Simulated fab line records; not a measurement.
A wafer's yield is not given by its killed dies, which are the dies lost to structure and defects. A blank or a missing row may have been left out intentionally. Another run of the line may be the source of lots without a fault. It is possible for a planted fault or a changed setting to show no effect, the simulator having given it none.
The same fault as seen by 2 desks / flow n5Finfet / every desk sees just its own numbers, and what lay behind them comes last

== THE DEFECT DESK ==
For each lot, the counts of the inspections along the route, averaged over the sampled wafers that have a number. A lot is out of limits, marked OUT, if its mean lies more than 4 standard deviations from the usual mean; the brackets give that distance.
Columns: A = rawDefectCount at N5_BEOL_M6_INSPECT_58, usual 82
lot=L694; first seen here=day 9 08:51; A=45
lot=L696; first seen here=day 9 20:32; A=85
lot=L698; first seen here=day 10 14:32; A=102
lot=L702; first seen here=day 11 09:23; A=104
lot=L701; first seen here=day 11 18:10; A=56
lot=L709; first seen here=day 13 12:19; A=69
lot=L711; first seen here=day 13 17:34; A=54
lot=L712; first seen here=day 13 20:05; A=56
lot=L713; first seen here=day 14 13:13; A=130
lot=L715; first seen here=day 15 16:59; A=108
This desk's finding: nothing out of limits on any of the 10 lots.

== THE TOOL OWNER'S DESK: pecvd-01 ==
The tool's own readings at N5_BEOL_M7_PECVD_70 (deposits SiO2 from TEOS/O2, target thk 20 nm, time 22.7 s): means of the sampled wafers that have a number, for each lot that ran on this tool. A lot is out of limits, marked OUT, if its mean lies more than 4 standard deviations from the usual mean; the brackets give that distance.
Columns: A = heaterPowerW at N5_BEOL_M7_PECVD_70, usual 688 W; B = rfFwdPowerW at N5_BEOL_M7_PECVD_70, usual 445.3 W; C = showerheadPlenumPTorr at N5_BEOL_M7_PECVD_70, usual 8.78 Torr; D = susceptorTempC at N5_BEOL_M7_PECVD_70, usual 399.95 C; E = throttleValvePct at N5_BEOL_M7_PECVD_70, usual 22.6 %
lot=L696; first seen here=day 9 21:17; A=584; B=445.2; C=8.76; D=399.89; E=22.0
lot=L698; first seen here=day 10 15:11; A=639; B=448.0; C=8.73; D=399.98; E=21.6
lot=L702; first seen here=day 11 10:31; A=618; B=445.5; C=8.75; D=395.36 (-23) OUT; E=22.2
lot=L701; first seen here=day 11 18:49; A=557; B=444.9; C=8.74; D=395.49 (-22) OUT; E=22.0
lot=L713; first seen here=day 14 14:21; A=594; B=443.9; C=8.76; D=399.81; E=22.0
Finding of this desk: L701, L702 out of limits; the first was L702 at day 11 10:31, on susceptorTempC at N5_BEOL_M7_PECVD_70. L696, L698, L713 stayed within limits.

== TAKEN TOGETHER ==
At day 11 10:31, on L701, L702, the tool owner's desk was in a position to raise an alarm.
No out-of-limits result turned up at the defect desk.
The defect desk has L701, L702 on record, within its limits.
All the named lots went through N5_BEOL_M7_PECVD_70 on pecvd-01.

== WHAT HAD BEEN PUT IN BY THE SIMULATOR ==
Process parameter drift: pecvd-01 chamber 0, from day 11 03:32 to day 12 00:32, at N5_BEOL_M7_PECVD_70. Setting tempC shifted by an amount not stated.
Struck lots among those shown: L701, L702.
Time in hours from fault onset to the first out-of-limits reading at each desk: the tool owner's desk, 7.
